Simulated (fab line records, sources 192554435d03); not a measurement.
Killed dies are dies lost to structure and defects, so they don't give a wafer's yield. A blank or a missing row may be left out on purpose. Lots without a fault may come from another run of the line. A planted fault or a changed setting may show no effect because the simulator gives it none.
One fault seen from 3 desks | flow n5_finfet | each desk has only its own numbers; what lay behind them comes last

THE METROLOGY DESK
What the gauges read, lot by lot, whatever tool the lot ran on: means of the sampled wafers that have a number. A lot is out of limits, marked OUT, if its mean lies more than 4 standard deviations from the usual mean; the brackets give that distance. Of its 10 readings 7 are shown: those that lie furthest out on some lot.
Columns: A = DIBL_N at N5_BEOL_M4_RC_MEAS_101, usual 36.8 mV/V; B = IOFF_P at N5_BEOL_M4_RC_MEAS_101, usual 0.23 nA/um; C = ION_N at N5_BEOL_M4_RC_MEAS_101, usual 680 uA/um; D = ION_P at N5_BEOL_M4_RC_MEAS_101, usual 466 uA/um; E = SS_N at N5_BEOL_M4_RC_MEAS_101, usual 71.7 mV/dec; F = VT_N at N5_BEOL_M4_RC_MEAS_101, usual 248 mV; G = VT_P at N5_BEOL_M4_RC_MEAS_101, usual -249 mV
lot  | first seen here | A    | B    | C   | D   | E    | F   | G
L885 | day 8 01:04     | 37.6 | 0.30 | 701 | 478 | 72.1 | 243 | -243
L886 | day 9 05:10     | 36.6 | 0.21 | 681 | 459 | 71.7 | 247 | -252
L888 | day 9 11:35     | 37.2 | 0.23 | 683 | 465 | 72.2 | 249 | -250
L889 | day 9 13:09     | 37.4 | 0.21 | 691 | 466 | 71.6 | 249 | -250
L891 | day 10 08:27    | 36.1 | 0.24 | 677 | 465 | 71.2 | 248 | -251
L893 | day 10 14:43    | 40.4 | 0.31 | 684 | 475 | 72.2 | 246 | -243
L892 | day 10 14:59    | 36.0 | 0.24 | 672 | 468 | 71.9 | 249 | -246
L901 | day 12 20:48    | 36.9 | 0.25 | 680 | 466 | 71.2 | 247 | -248
L904 | day 13 03:29    | 38.6 | 0.25 | 692 | 466 | 72.7 | 247 | -250
L903 | day 13 05:25    | 38.0 | 0.28 | 690 | 473 | 72.2 | 247 | -244
This desk's finding: nothing out of limits on any of the 10 lots.

THE DEFECT DESK
What the inspections along the route counted, lot by lot: means of the sampled wafers that have a number. A lot is out of limits, marked OUT, if its mean lies more than 4 standard deviations from the usual mean; the brackets give that distance.
Columns: A = raw_defect_count at N5_BEOL_M2_INSPECT_59, usual 74
lot  | first seen here | A
L885 | day 7 06:17     | 57
L886 | day 7 19:07     | 60
L888 | day 8 11:08     | 81
L889 | day 8 15:07     | 108
L892 | day 9 08:33     | 93
L891 | day 9 08:44     | 57
L893 | day 9 10:53     | 56
L901 | day 12 02:07    | 77
L904 | day 12 07:23    | 62
L903 | day 12 13:37    | 35
This desk's finding: nothing out of limits on any of the 10 lots.

THE TOOL OWNER'S DESK: pecvd-01
The tool's own readings at N5_BEOL_M2_PECVD_72 (deposits SiO2 from TEOS/O2, target thk 16 nm, time 18 s): means of the sampled wafers that have a number, for each lot that ran on this tool. A lot is out of limits, marked OUT, if its mean lies more than 4 standard deviations from the usual mean; the brackets give that distance.
Columns: A = chamber_pressure_Torr at N5_BEOL_M2_PECVD_72, usual 5.500 Torr; B = heater_power_w at N5_BEOL_M2_PECVD_72, usual 725 W; C = showerhead_plenum_p_Torr at N5_BEOL_M2_PECVD_72, usual 8.81 Torr; D = throttle_valve_pct at N5_BEOL_M2_PECVD_72, usual 22.7 %
lot  | first seen here | A     | B   | C    | D
L885 | day 6 19:23     | 5.505 | 815 | 8.81 | 22.5
L891 | day 8 13:59     | 5.489 | 796 | 8.83 | 22.8
L892 | day 8 16:53     | 5.507 | 784 | 8.82 | 22.5
L901 | day 11 17:10    | 5.496 | 834 | 8.85 | 23.8
L903 | day 11 21:01    | 5.491 | 649 | 8.84 | 22.3
This desk's finding: nothing out of limits on any of the 5 lots.

PUT TOGETHER
The metrology desk saw nothing out of limits.
The defect desk saw nothing out of limits.
The tool owner's desk saw nothing out of limits.

WHAT THE SIMULATOR HAD PUT IN
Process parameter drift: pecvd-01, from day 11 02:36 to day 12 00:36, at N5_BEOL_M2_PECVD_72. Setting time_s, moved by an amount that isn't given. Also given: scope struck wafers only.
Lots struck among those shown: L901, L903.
